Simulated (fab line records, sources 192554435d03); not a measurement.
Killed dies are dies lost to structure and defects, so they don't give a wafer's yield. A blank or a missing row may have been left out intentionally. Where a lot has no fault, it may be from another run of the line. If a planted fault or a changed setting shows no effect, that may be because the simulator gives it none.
Matching of chambers || flow n5_finfet || ald_metal-03 running N5_BEOL_M3_ALD_84: 4 sister chambers
The step deposits TaN, pulse time 2 s, purge time 3 s, co reactant purge time 2 s. 8 wafers are shown with their chamber, then 11 later ones without.

== WAFERS PAIRED WITH THEIR CHAMBERS ==
{"wafer": "L080.2", "chamber": 1, "heater_power_w (W)": 457}
{"wafer": "L084.4", "chamber": 2, "heater_power_w (W)": 412}
{"wafer": "L084.5", "chamber": 2, "heater_power_w (W)": 424}
{"wafer": "L084.6", "chamber": 1, "heater_power_w (W)": 484}
{"wafer": "L086.1", "chamber": 3, "heater_power_w (W)": 480}
{"wafer": "L086.2", "chamber": 0, "heater_power_w (W)": 381}
{"wafer": "L086.6", "chamber": 0, "heater_power_w (W)": 380}
{"wafer": "L089.1", "chamber": 3, "heater_power_w (W)": 469}

== WAFERS WITHOUT THEIR CHAMBER ==
{"wafer": "L089.5", "heater_power_w (W)": 465}
{"wafer": "L089.6", "heater_power_w (W)": 412}
{"wafer": "L092.1", "heater_power_w (W)": 465}
{"wafer": "L092.2", "heater_power_w (W)": 409}
{"wafer": "L092.6", "heater_power_w (W)": 414}
{"wafer": "L094.1", "heater_power_w (W)": 470}
{"wafer": "L094.4", "heater_power_w (W)": 483}
{"wafer": "L094.5", "heater_power_w (W)": 407}
{"wafer": "L097.1", "heater_power_w (W)": 469}
{"wafer": "L097.3", "heater_power_w (W)": 413}
{"wafer": "L097.6", "heater_power_w (W)": 472}

== CHAMBER TAKEN BY EACH ==
{"wafer": "L089.5", "from the rows above": "can't be placed: 1 or 3", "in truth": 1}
{"wafer": "L089.6", "from the rows above": 2, "in truth": 2}
{"wafer": "L092.1", "from the rows above": "can't be placed: 1 or 3", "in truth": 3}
{"wafer": "L092.2", "from the rows above": "can't be placed: 2 or 0", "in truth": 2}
{"wafer": "L092.6", "from the rows above": 2, "in truth": 2}
{"wafer": "L094.1", "from the rows above": "can't be placed: 1 or 3", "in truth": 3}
{"wafer": "L094.4", "from the rows above": "can't be placed: 3 or 1", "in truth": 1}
{"wafer": "L094.5", "from the rows above": "can't be placed: 2 or 0", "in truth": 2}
{"wafer": "L097.1", "from the rows above": "can't be placed: 1 or 3", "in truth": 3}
{"wafer": "L097.3", "from the rows above": 2, "in truth": 2}
{"wafer": "L097.6", "from the rows above": "can't be placed: 1 or 3", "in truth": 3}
3 of 11 placed correctly. From these rows, 8 cannot be placed; in 8 the true chamber is one of the candidates. 0 placed wrongly.
How it was worked out, from the rows above alone: a wafer's distance from a chamber is the root of the sum, over the readings, of the square of ((its reading less the chamber's mean) divided by the reading's scatter). If the next closest chamber is less than 2 further off than the closest, the wafer can't be placed; otherwise it belongs to the closest. The mean given for a chamber averages the wafers shown for that chamber. The scatter: the root of (the sum of the squares of (reading less its chamber's mean) over the shown wafers, divided by (wafers less chambers)).
